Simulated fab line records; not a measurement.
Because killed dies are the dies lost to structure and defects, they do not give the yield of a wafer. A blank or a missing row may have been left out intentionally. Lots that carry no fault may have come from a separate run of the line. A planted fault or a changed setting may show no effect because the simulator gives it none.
Which tool did it?    flow n5_finfet    12 lots with 36 wafers sampled at 4 steps, on a route of 1938 steps

## WHAT EACH GAUGE READ, for each wafer
N5_BEOL_M4_INSPECT_13: inspects for defects (brightfield).
lot   measured      on                 raw_defect_count
L075  day 7 23:06   defect_inspect-01  296 537 379
L077  day 8 03:07   defect_inspect-02  391 349 512
L079  day 8 16:02   defect_inspect-01  621 452 516
L081  day 9 08:40   defect_inspect-02  306 362 352
L083  day 9 15:01   defect_inspect-02  412 502 576
L085  day 9 21:18   defect_inspect-02  460 497 516
L089  day 11 04:19  defect_inspect-01  685 534 513
L088  day 11 16:46  defect_inspect-01  393 403 294
L090  day 11 21:33  defect_inspect-01  351 313 344
L093  day 12 09:47  defect_inspect-02  488 612 457
L096  day 13 18:31  defect_inspect-02  411 392 296
L095  day 14 13:29  defect_inspect-01  397 460 391

## TOOL THAT RAN EACH LOT (tool first, then ch and the chambers of the sampled wafers, then the start)
lot   N5_BEOL_M3_ANNEAL_80          N5_BEOL_M3_SPUTTER_88         N5_BEOL_M3_SPUTTER_94
L075  pvd_sputter-01, day 7 15:04   pvd_sputter-01, day 7 15:38   pvd_sputter-01, day 7 16:18
L077  pvd_sputter-02, day 7 18:26   pvd_sputter-02, day 7 19:01   pvd_sputter-02, day 7 19:40
L079  pvd_sputter-01, day 8 09:49   pvd_sputter-01, day 8 10:23   pvd_sputter-01, day 8 11:03
L081  pvd_sputter-01, day 9 03:35   pvd_sputter-01, day 9 04:10   pvd_sputter-01, day 9 04:50
L083  pvd_sputter-03, day 9 10:44   pvd_sputter-03, day 9 11:19   pvd_sputter-03, day 9 11:58
L085  pvd_sputter-02, day 9 16:17   pvd_sputter-02, day 9 16:52   pvd_sputter-02, day 9 17:31
L089  pvd_sputter-01, day 11 00:49  pvd_sputter-01, day 11 01:23  pvd_sputter-01, day 11 02:03
L088  pvd_sputter-03, day 11 12:29  pvd_sputter-03, day 11 13:04  pvd_sputter-03, day 11 13:44
L090  pvd_sputter-01, day 11 17:32  pvd_sputter-01, day 11 18:07  pvd_sputter-01, day 11 18:46
L093  pvd_sputter-03, day 12 06:21  pvd_sputter-03, day 12 06:56  pvd_sputter-03, day 12 07:35
L096  pvd_sputter-03, day 13 12:22  pvd_sputter-03, day 13 12:56  pvd_sputter-03, day 13 13:36
L095  pvd_sputter-03, day 14 10:05  pvd_sputter-03, day 14 10:40  pvd_sputter-03, day 14 11:19
- N5_BEOL_M3_ANNEAL_80: time 240 s.
- N5_BEOL_M3_SPUTTER_88: material Cu, target thk 4.5 nm, time 8.29 s.
- N5_BEOL_M3_SPUTTER_94: material Cu, target thk 4.5 nm, time 8.29 s.

## THE ANSWER, worked out from the rows above alone
Rule: the lots themselves supply what counts as usual. The widest of any qualifying gaps counts: lots, ordered by their means at a reading, are off when they make up no more than a third of the lots, leave a main group of 4 or more, and stand apart from it by 3 or more times the standard deviation of that group's means. A main group whose means are all the same, to the digits that the tables above print for the reading, isn't used. Also off: a lot with no number at a reading for which 4 or more lots have one. All remaining lots with rows at the step are treated as sound.
Across all readings shown, no lot is off: no conclusion can be drawn from this.

## WHAT THE SIMULATOR PUT IN
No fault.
